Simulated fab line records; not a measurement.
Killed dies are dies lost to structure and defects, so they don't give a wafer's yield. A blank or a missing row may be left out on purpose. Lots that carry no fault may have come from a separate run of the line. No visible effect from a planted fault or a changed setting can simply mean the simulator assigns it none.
Which tool did it? | flow n5 finfet | 36 wafers from 12 lots sampled at 4 of the route's 1938 steps

## WHAT EACH GAUGE READ, for each wafer
N5_SDB_OVL_MEAS_12.
lot  | measured    | on         | SDB_OVL (nm)
L075 | day 4 01:10 | overlay-01 | -0.6 -1.6 -0.6
L077 | day 4 12:00 | overlay-02 | -1.5 -2.0 -1.3
L079 | day 4 22:31 | overlay-02 | -0.7 -2.2 -2.0
L081 | day 5 12:46 | overlay-01 | -1.2 -0.5 -0.9
L083 | day 6 01:38 | overlay-01 | 0.1 -0.6 0.0
L085 | day 6 11:56 | overlay-02 | -0.5 0.0 -0.7
L087 | day 6 22:25 | overlay-02 | 0.1 0.8 -1.0
L089 | day 7 10:05 | overlay-01 | 0.3 -0.3 0.0
L091 | day 7 22:34 | overlay-01 | -0.8 0.2 -0.2
L093 | day 8 14:44 | overlay-02 | 0.4 -0.4 0.1
L095 | day 9 08:11 | overlay-02 | -0.3 -1.0 -1.1
L096 | day 9 13:13 | overlay-02 | -0.6 -1.1 -2.1

## TOOL THAT RAN EACH LOT (tool first, then ch and the chambers of the sampled wafers, then the start)
lot  | N5_DUMMY_GATE_TRIM_49           | N5_DUMMY_GATE_ETCH_31             | N5_ILD0_CMP_12
L075 | rie si-06 ch 0,2,3, day 3 06:25 | rie diel-02 ch 0,1,2, day 3 06:37 | cmp-02 ch 0,1,2, day 4 00:29
L077 | rie si-01 ch 0,1,3, day 3 16:47 | rie diel-05 ch 0,1,2, day 3 17:14 | cmp-02 ch 0,1,3, day 4 11:20
L079 | rie si-06 ch 0,2,3, day 4 03:46 | rie diel-04 ch 0,3, day 4 03:57   | cmp-03 ch 0,2,3, day 4 21:41
L081 | rie si-04 ch 0,2,3, day 4 18:32 | rie diel-04 ch 0,1,3, day 4 18:56 | cmp-03 ch 1,2,3, day 5 12:00
L083 | rie si-04 ch 0,1, day 5 06:35   | rie diel-02 ch 0,1, day 5 06:47   | cmp-02 ch 0,1,2, day 6 01:02
L085 | rie si-01 ch 0,2,3, day 5 17:52 | rie diel-05 ch 0,2, day 5 18:04   | cmp-03 ch 0,2,3, day 6 11:06
L087 | rie si-04 ch 0,2, day 6 03:15   | rie diel-02 ch 0,2, day 6 03:26   | cmp-01 ch 1,2, day 6 21:32
L089 | rie si-06 ch 0,2,3, day 6 15:53 | rie diel-02 ch 0,1, day 6 16:06   | cmp-01 ch 0,3, day 7 09:15
L091 | rie si-06 ch 0,1,2, day 7 03:01 | rie diel-02 ch 1,2,3, day 7 03:16 | cmp-03 ch 0,1,3, day 7 21:44
L093 | rie si-06 ch 0,1,3, day 7 18:59 | rie diel-02 ch 0,3, day 7 19:10   | cmp-03 ch 1,3, day 8 14:04
L095 | rie si-06 ch 0,1, day 8 11:50   | rie diel-05 ch 0,2,3, day 8 12:02 | cmp-02 ch 1,3, day 9 07:28
L096 | rie si-06 ch 0,2,3, day 8 17:23 | rie diel-05 ch 1,3, day 8 17:35   | cmp-01 ch 0,1,2, day 9 12:23
- N5_DUMMY_GATE_TRIM_49: chemistry O2, time 29 s, target cd 14 nm.
- N5_DUMMY_GATE_ETCH_31: etches SiO2 in C4F6/O2, target depth 82.5 nm, time 27.5 s.
- N5_ILD0_CMP_12: polishes SiNx, stops on poly-Si, t overpolish 6 s, target thk 17.67 nm.

## THE ANSWER, worked out from the rows above alone
Rule: usual is defined by the lots themselves. Put in order of their means at a reading, lots are off if they are a third of the lots or fewer, leave a main group of 4 or more, and stand apart from it by a gap of 3 or more times the standard deviation of the main group's means; of several such gaps the widest counts. The tables above print the reading to a certain number of digits; a main group whose means all agree to those digits is not used. A lot without any number at a reading at which 4 lots or more have one is off too. All remaining lots with rows at the step are treated as sound.
None of the lots is off at any reading shown; this tells nothing.

## WHAT THE SIMULATOR HAD PUT IN
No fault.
